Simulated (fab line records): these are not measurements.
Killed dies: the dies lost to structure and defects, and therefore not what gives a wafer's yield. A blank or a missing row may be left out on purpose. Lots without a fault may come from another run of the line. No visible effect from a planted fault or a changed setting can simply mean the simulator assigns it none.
Matching of chambers ; flow n5-finfet ; cmp-02 running N5_SDB_CMP_30: 4 sister chambers
The step polishes, stops on poly-Si, t overpolish 1.54 s, target thk 30 nm. 18 wafers are shown with their chamber, then 9 later ones without.

## EACH WAFER AND ITS CHAMBER
wafer;chamber;motor-current-A (A);overpolish-run-s (s);time-to-endpoint-s (s)
L074.1;2;9.2;1.539;20.7
L074.2;3;13.7;1.527;21.5
L074.6;1;10.7;1.538;17.8
L075.2;1;10.6;1.536;15.0
L075.3;3;13.5;1.532;13.9
L075.5;0;11.7;1.548;18.1
L077.2;2;9.4;1.542;12.9
L077.3;1;10.9;1.538;14.2
L077.5;0;11.1;1.542;16.6
L079.1;1;10.4;1.532;12.9
L079.3;2;9.3;1.555;17.7
L079.4;3;13.9;1.533;15.4
L080.3;2;9.2;1.546;16.1
L080.4;0;11.0;1.557;19.1
L080.5;0;11.9;1.534;18.4
L081.4;3;13.4;1.544;17.3
L081.5;1;10.7;1.541;17.8
L081.6;0;11.9;1.529;19.7

SIGNATURES (averages over the wafers above)
reading;chamber 0;chamber 1;chamber 2;chamber 3;scatter within a chamber
motor-current-A;11.520;10.660;9.275;13.625;0.277
overpolish-run-s;1.54200;1.53700;1.54550;1.53400;0.00773
time-to-endpoint-s;18.380;15.540;16.850;17.025;2.52
Rule: a wafer's distance from a chamber is the root of the sum, over the readings, of the square of ((its reading less the chamber's mean) divided by the reading's scatter). If the next closest chamber is less than 2 further off than the closest, the wafer can't be placed; otherwise it belongs to the closest. The scatter is the square root of a quotient: the sum, over the shown wafers, of each reading's squared deviation from its chamber's mean, divided by wafers minus chambers.

## WAFERS MISSING THEIR CHAMBER
wafer;motor-current-A (A);overpolish-run-s (s);time-to-endpoint-s (s)
L087.2;11.7;1.537;17.4
L087.3;13.6;1.545;17.0
L087.4;9.1;1.542;20.2
L091.2;13.1;1.549;15.6
L091.4;11.4;1.540;12.9
L091.5;12.0;1.538;16.9
L097.2;11.0;1.550;15.6
L097.4;12.4;1.542;18.8
L097.6;12.0;1.537;17.9

## WHICH CHAMBER EACH WENT THROUGH
wafer;from the rows above;in truth
L087.2;0;0
L087.3;3;3
L087.4;2;2
L091.2;3;3
L091.4;can't be placed: 0 or 1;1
L091.5;0;0
L097.2;can't be placed: 1 or 0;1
L097.4;can't be placed: 0 or 3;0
L097.6;0;0
6 of 9 placed correctly. Not placeable from these rows: 3 (in 3, the candidates include the true chamber). Number placed wrongly: 0.
